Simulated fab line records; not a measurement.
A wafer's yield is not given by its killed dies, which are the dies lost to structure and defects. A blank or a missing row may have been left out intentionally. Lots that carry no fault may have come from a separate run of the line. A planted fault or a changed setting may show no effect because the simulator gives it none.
Chamber matching / flow nand_harc / NHARC_A_STAIRCASE_ETCH_225 on rie_diel-02 has 4 sister chambers
The step etches the open film in C4F8/O2, target depth 100 nm, time 40.5 s. 8 wafers are shown with their chamber, then 7 later ones without.

## EACH WAFER AND ITS CHAMBER
wafer=L819.1; chamber=3; rf_vpp_V (V)=888; run_length_s (s)=61.5
wafer=L824.1; chamber=3; rf_vpp_V (V)=889; run_length_s (s)=61.7
wafer=L827.2; chamber=1; rf_vpp_V (V)=897; run_length_s (s)=62.4
wafer=L827.3; chamber=0; rf_vpp_V (V)=896; run_length_s (s)=60.8
wafer=L827.6; chamber=1; rf_vpp_V (V)=896; run_length_s (s)=61.6
wafer=L832.2; chamber=2; rf_vpp_V (V)=889; run_length_s (s)=61.2
wafer=L832.3; chamber=0; rf_vpp_V (V)=895; run_length_s (s)=61.4
wafer=L832.6; chamber=2; rf_vpp_V (V)=887; run_length_s (s)=61.0

## WAFERS MISSING THEIR CHAMBER
wafer=L838.2; rf_vpp_V (V)=896; run_length_s (s)=62.2
wafer=L838.4; rf_vpp_V (V)=889; run_length_s (s)=60.8
wafer=L838.5; rf_vpp_V (V)=888; run_length_s (s)=61.3
wafer=L839.4; rf_vpp_V (V)=894; run_length_s (s)=60.9
wafer=L839.5; rf_vpp_V (V)=888; run_length_s (s)=62.2
wafer=L840.2; rf_vpp_V (V)=897; run_length_s (s)=61.6
wafer=L840.6; rf_vpp_V (V)=888; run_length_s (s)=61.0

## WHICH CHAMBER EACH WENT THROUGH
wafer=L838.2; from the rows above=1; in truth=1
wafer=L838.4; from the rows above=can't be placed: 2 or 3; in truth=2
wafer=L838.5; from the rows above=can't be placed: 2 or 3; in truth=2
wafer=L839.4; from the rows above=0; in truth=0
wafer=L839.5; from the rows above=can't be placed: 3 or 2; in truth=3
wafer=L840.2; from the rows above=can't be placed: 1 or 0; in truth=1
wafer=L840.6; from the rows above=can't be placed: 2 or 3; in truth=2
Correct placement for 2 of the 7. Not placeable from these rows: 5 (in 5, the candidates include the true chamber). 0 placed wrongly.
How it was worked out, from the rows above alone: a wafer's distance from a chamber is the root of the sum, over the readings, of the square of ((its reading less the chamber's mean) divided by the reading's scatter). The wafer belongs to the nearest chamber; if the next one is less than 2 further off, it can't be placed. The mean given for a chamber averages the wafers shown for that chamber. How the scatter is found: for the shown wafers, subtract from each reading the mean of its chamber, square and add these, divide the total by (wafers less chambers), then take the root.
